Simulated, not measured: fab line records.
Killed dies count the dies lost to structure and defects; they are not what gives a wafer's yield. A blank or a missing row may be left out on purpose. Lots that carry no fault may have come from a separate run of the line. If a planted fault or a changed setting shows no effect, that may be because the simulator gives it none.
Split-lot trial || flow n5Finfet || on a route of 1938 steps: 7 lots, 21 wafers read

== ON THE SPLIT ==
At N5_MOL_CONTACT_COAG_EXPOSE_05 (exposes mask CA, defocus 0 nm), the setting doseMj was moved away from the recipe's 38.25 on 3 of the 21 wafers read, by -5.3% to -3.6%. For the rest of the wafers, this setting stayed at what the recipe calls for.

== FROM THE SPLIT TO THE READING: what the file shows between them, 5 steps ==
- N5_MOL_CONTACT_COAG_PEB_06: peb time 60 s
- N5_MOL_CONTACT_COAG_DEVELOP_07: develop time 30 s
- N5_MOL_CONTACT_COAG_DESCUM_13: chemistry O2, time 7 s
- N5_MOL_CONTACT_COAG_ETCH_59: etches underlayer in N2/H2, target depth 13 nm, time 10.4 s
- N5_MOL_CONTACT_COAG_ETCH_105: etches SiARC in CF4, target depth 15.6 nm, time 26 s

== THE READING ==
MOL_CONTACT_COAG.cdOffsetNm (the simulator's own value, which no gauge read), in nm, at N5_MOL_CONTACT_COAG_ETCH_106 (etches SOC in N2/H2, target depth 80 nm, overetch 16 nm, time 120 s). There is no usual value for it anywhere in the file. Average -0.2 nm, standard deviation 0.39 nm, over the 18 wafers here run with the recipe.

{"wafer": "L078.1", "tool, chamber at the split": "euvScanner-02, 0", "doseMj as run": 38.25, "against the recipe": "recipe", "MOL_CONTACT_COAG.cdOffsetNm, nm": 0.4, "against lot-mates on the recipe": "-"}
{"wafer": "L078.5", "tool, chamber at the split": "euvScanner-02, 0", "doseMj as run": 38.25, "against the recipe": "recipe", "MOL_CONTACT_COAG.cdOffsetNm, nm": -0.2, "against lot-mates on the recipe": "-"}
{"wafer": "L078.6", "tool, chamber at the split": "euvScanner-02, 0", "doseMj as run": 38.25, "against the recipe": "recipe", "MOL_CONTACT_COAG.cdOffsetNm, nm": -0.2, "against lot-mates on the recipe": "-"}
{"wafer": "L084.4", "tool, chamber at the split": "euvScanner-01, 0", "doseMj as run": 36.22, "against the recipe": "-5.3%", "MOL_CONTACT_COAG.cdOffsetNm, nm": -1.6, "against lot-mates on the recipe": -1.5}
{"wafer": "L084.5", "tool, chamber at the split": "euvScanner-01, 0", "doseMj as run": 38.25, "against the recipe": "recipe", "MOL_CONTACT_COAG.cdOffsetNm, nm": -0.2, "against lot-mates on the recipe": "-"}
{"wafer": "L084.6", "tool, chamber at the split": "euvScanner-01, 0", "doseMj as run": 38.25, "against the recipe": "recipe", "MOL_CONTACT_COAG.cdOffsetNm, nm": 0, "against lot-mates on the recipe": "-"}
{"wafer": "L085.4", "tool, chamber at the split": "euvScanner-01, 0", "doseMj as run": 38.25, "against the recipe": "recipe", "MOL_CONTACT_COAG.cdOffsetNm, nm": -0.6, "against lot-mates on the recipe": "-"}
{"wafer": "L085.5", "tool, chamber at the split": "euvScanner-01, 0", "doseMj as run": 38.25, "against the recipe": "recipe", "MOL_CONTACT_COAG.cdOffsetNm, nm": -0.4, "against lot-mates on the recipe": "-"}
{"wafer": "L085.6", "tool, chamber at the split": "euvScanner-01, 0", "doseMj as run": 38.25, "against the recipe": "recipe", "MOL_CONTACT_COAG.cdOffsetNm, nm": 0, "against lot-mates on the recipe": "-"}
{"wafer": "L087.3", "tool, chamber at the split": "euvScanner-02, 0", "doseMj as run": 38.25, "against the recipe": "recipe", "MOL_CONTACT_COAG.cdOffsetNm, nm": 0.6, "against lot-mates on the recipe": "-"}
{"wafer": "L087.5", "tool, chamber at the split": "euvScanner-02, 0", "doseMj as run": 38.25, "against the recipe": "recipe", "MOL_CONTACT_COAG.cdOffsetNm, nm": -0.2, "against lot-mates on the recipe": "-"}
{"wafer": "L087.6", "tool, chamber at the split": "euvScanner-02, 0", "doseMj as run": 38.25, "against the recipe": "recipe", "MOL_CONTACT_COAG.cdOffsetNm, nm": 0.2, "against lot-mates on the recipe": "-"}
{"wafer": "L089.1", "tool, chamber at the split": "euvScanner-01, 0", "doseMj as run": 38.25, "against the recipe": "recipe", "MOL_CONTACT_COAG.cdOffsetNm, nm": -0.6, "against lot-mates on the recipe": "-"}
{"wafer": "L089.2", "tool, chamber at the split": "euvScanner-01, 0", "doseMj as run": 38.25, "against the recipe": "recipe", "MOL_CONTACT_COAG.cdOffsetNm, nm": -0.8, "against lot-mates on the recipe": "-"}
{"wafer": "L089.4", "tool, chamber at the split": "euvScanner-01, 0", "doseMj as run": 38.25, "against the recipe": "recipe", "MOL_CONTACT_COAG.cdOffsetNm, nm": -0.8, "against lot-mates on the recipe": "-"}
{"wafer": "L094.1", "tool, chamber at the split": "euvScanner-01, 0", "doseMj as run": 38.25, "against the recipe": "recipe", "MOL_CONTACT_COAG.cdOffsetNm, nm": -0.4, "against lot-mates on the recipe": "-"}
{"wafer": "L094.5", "tool, chamber at the split": "euvScanner-01, 0", "doseMj as run": 38.25, "against the recipe": "recipe", "MOL_CONTACT_COAG.cdOffsetNm, nm": -0.4, "against lot-mates on the recipe": "-"}
{"wafer": "L094.4", "tool, chamber at the split": "euvScanner-01, 0", "doseMj as run": 38.25, "against the recipe": "recipe", "MOL_CONTACT_COAG.cdOffsetNm, nm": -0.6, "against lot-mates on the recipe": "-"}
{"wafer": "L097.1", "tool, chamber at the split": "euvScanner-02, 0", "doseMj as run": 36.86, "against the recipe": "-3.6%", "MOL_CONTACT_COAG.cdOffsetNm, nm": -0.8, "against lot-mates on the recipe": -1.0}
{"wafer": "L097.2", "tool, chamber at the split": "euvScanner-02, 0", "doseMj as run": 36.86, "against the recipe": "-3.6%", "MOL_CONTACT_COAG.cdOffsetNm, nm": -1, "against lot-mates on the recipe": -1.2}
{"wafer": "L097.6", "tool, chamber at the split": "euvScanner-02, 0", "doseMj as run": 38.25, "against the recipe": "recipe", "MOL_CONTACT_COAG.cdOffsetNm, nm": 0.2, "against lot-mates on the recipe": "-"}

THE FIT
A straight line over all 21 wafers: MOL_CONTACT_COAG.cdOffsetNm changes by +0.225 nm for each +1% of doseMj; r = +0.68; the points scatter about the line by 0.38 nm.
The same after taking each lot's own level away (the mean of its wafers on the recipe; 21 wafers): +0.292 nm for each +1%; r = +0.91; scatter 0.21 nm.
Per that fit: largest doseMj move, reading shift of 1.5 nm.
Across the lots, their own levels run from -0.73 to 0.20 nm, a range of 2.4 times the standard deviation given above.
So the lot-to-lot level blurs the effect unless lot-mates are compared.
Check: with one of the wafers moved furthest among these (-5.3%) left out of the fit, the line predicts -1.61 nm for it against its lot-mates. Against them it came out at -1.5 nm.

== FURTHER SPLITS ON THESE WAFERS ==
These wafers also went through other splits before the reading. Each is held against what the fit with the lots' levels taken away leaves over:
{"other split on the same wafers": "N5_GATE_CUT_EXPOSE_10 doseMj", "wafers away from the commonest value": 8, "r with MOL_CONTACT_COAG.cdOffsetNm (lot level and that fit taken away)": "+0.33"}
{"other split on the same wafers": "N5_GATE_CUT_ETCH_36 cf4FlowSccm", "wafers away from the commonest value": 7, "r with MOL_CONTACT_COAG.cdOffsetNm (lot level and that fit taken away)": "+0.10"}
{"other split on the same wafers": "N5_MOL_CONTACT_COAG_COAT_58 spinRpm", "wafers away from the commonest value": 8, "r with MOL_CONTACT_COAG.cdOffsetNm (lot level and that fit taken away)": "+0.09"}

== THE WHOLE CHAIN: every reading that the file lists as answering this split, in the file's order ==
{"step": "N5_MOL_CONTACT_COAG_ETCH_59", "what it does": "etches underlayer in N2/H2, target depth 13 nm, time 10.4 s", "reading": "MOL_CONTACT_COAG.cdOffsetNm (the simulator's own value, which no gauge read)", "change (the file's fit)": "+0.224 nm for each +1% of the setting", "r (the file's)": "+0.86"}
{"step": "N5_MOL_CONTACT_COAG_ETCH_105", "what it does": "etches SiARC in CF4, target depth 15.6 nm, time 26 s", "reading": "MOL_CONTACT_COAG.cdOffsetNm (the simulator's own value, which no gauge read)", "change (the file's fit)": "+0.263 nm for each +1% of the setting", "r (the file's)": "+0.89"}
{"step": "N5_MOL_CONTACT_COAG_ETCH_106", "what it does": "etches SOC in N2/H2, target depth 80 nm, overetch 16 nm, time 120 s", "reading": "MOL_CONTACT_COAG.cdOffsetNm (the simulator's own value, which no gauge read)", "change (the file's fit)": "+0.289 nm for each +1% of the setting", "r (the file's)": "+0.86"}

== THE FILE'S OWN FIT ==
MOL_CONTACT_COAG.cdOffsetNm changes by +0.289 nm for each +1% of doseMj, r = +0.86.
